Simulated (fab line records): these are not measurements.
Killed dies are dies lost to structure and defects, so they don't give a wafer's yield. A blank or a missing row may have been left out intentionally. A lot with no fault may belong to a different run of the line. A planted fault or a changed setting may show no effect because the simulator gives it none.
Split-lot experiment -- flow n5Finfet -- 21 wafers read across 7 lots, on a route 1938 steps long

== SPLIT DETAILS ==
At N5_FIN_SAQP_SPACER1_ALD_24 (deposits SiO2, target thk 20.3 nm, pulse time 1 s, purge time 2 s), the setting aldCycles was moved away from the recipe's 218 on 7 of the 21 wafers read, by -14.2% to +9.2%. For the rest of the wafers, this setting stayed at what the recipe calls for.

== FROM THE SPLIT TO THE READING: what the file shows between them, 2 steps ==
- N5_FIN_SAQP_SPACER1_ETCHBACK_25: etches SiO2 in CHF3/O2, target depth 24.4 nm, time 12.2 s
- N5_FIN_SAQP_MANDREL1_REMOVE_56: chemistry HBr/Cl2/O2, target a-Si, stops on SiNx, bt time 10 s

== THE READING ==
cdNm, in nm, at N5_FIN_SAQP_CD_MEAS_27 (target cd 20 nm). Fault-free wafers of this fab line usually give 20.24 nm, standard deviation 0.25 nm.

wafer,"tool, chamber at the split",aldCycles as run,against the recipe,"cdNm, nm",against lot-mates on the recipe
L079.1,"aldSin-01, 0",187,-14.2%,17.19,-3.02
L079.3,"aldSin-01, 3,1",218,recipe,20.19,-
L079.5,"aldSin-01, 3,1",218,recipe,20.23,-
L082.1,"aldSin-01, 0",218,recipe,20.52,-
L082.2,"aldSin-01, 3",218,recipe,20.31,-
L082.4,"aldSin-01, 2",195,-10.6%,18.29,-2.12
L083.1,"aldSin-01, 0,1,2",218,recipe,19.88,-
L083.3,"aldSin-01, 0,1,2",218,recipe,20.11,-
L083.6,"aldSin-01, 0,1,2",218,recipe,20.07,-
L089.3,"aldSin-03, 2,1",235,+7.8%,22.32,+1.77
L089.5,"aldSin-03, 2,1",235,+7.8%,21.88,+1.33
L089.6,"aldSin-03, 2",218,recipe,20.55,-
L090.2,"aldSin-02, 0,2,3",218,recipe,20.46,-
L090.3,"aldSin-02, 0,2,3",218,recipe,20.08,-
L090.4,"aldSin-02, 0,2,3",218,recipe,20.30,-
L094.2,"aldSin-01, 3,1",238,+9.2%,22.05,+1.23
L094.3,"aldSin-01, 1",218,recipe,20.82,-
L094.5,"aldSin-01, 3,1",238,+9.2%,22.05,+1.23
L095.1,"aldSin-03, 0",232,+6.4%,21.35,+0.90
L095.3,"aldSin-03, 1",218,recipe,20.52,-
L095.4,"aldSin-03, 2",218,recipe,20.39,-
The file does not say which wafer passed through which chamber wherever a row lists several chambers: such a row stands for several wafers.

THE FIT
A straight line over all 21 wafers: cdNm changes by +0.205 nm for each +1% of aldCycles; r = +0.98; the points scatter about the line by 0.24 nm.
The same after taking each lot's own level away (the mean of its wafers on the recipe; 21 wafers): +0.185 nm for each +1%; r = +0.98; scatter 0.21 nm.
That fit puts the effect of the largest move of aldCycles on the reading at 2.6 nm.
Measured against the standard deviation above, the lots' own levels, which go from 20.020 to 20.820 nm, span 3.2 times it.
So the slope is not independent of the lot-to-lot level: the two fits are not the same.
Check: for one of the wafers moved furthest among these (-14.2%), held out of the fit, the line's prediction against its lot-mates is -2.49 nm. It came out at -3.02 nm against them.

== THE OTHER SPLITS THESE WAFERS WENT THROUGH ==
Before the reading, these wafers also passed through other splits. Each is held against what the fit with the lots' levels taken away leaves over:
other split on the same wafers,wafers away from the commonest value,r with cdNm (lot level and that fit taken away)
N5_PMOS_HMC_CHANNEL_EPI_COAT_03 spinRpm,7,-0.06
N5_PMOS_HMC_CHANNEL_EPI_PEB_07 pebTimeS,8,+0.02

== THE WHOLE CHAIN: every reading that the file lists as answering this split, in the file's order ==
step,what it does,reading,change (the file's fit),r (the file's)
N5_FIN_SAQP_SPACER1_ALD_24,"deposits SiO2, target thk 20.3 nm, pulse time 1 s, purge time 2 s","SiO2_of_FIN_SAQP_SPACER1_ALD_24.thkNm (the simulator's own value, which no gauge read)",+0.193 nm for each +1% of the setting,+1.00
N5_FIN_SAQP_MANDREL1_REMOVE_56,"chemistry HBr/Cl2/O2, target a-Si, stops on SiNx, bt time 10 s","FIN_SAQP.cdNm (the simulator's own value, which no gauge read)",+0.197 nm for each +1% of the setting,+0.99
N5_FIN_SAQP_CD_MEAS_27,target cd 20 nm,cdNm,+0.189 nm for each +1% of the setting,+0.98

== THE FILE'S OWN FIT ==
cdNm changes by +0.189 nm for each +1% of aldCycles, r = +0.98.
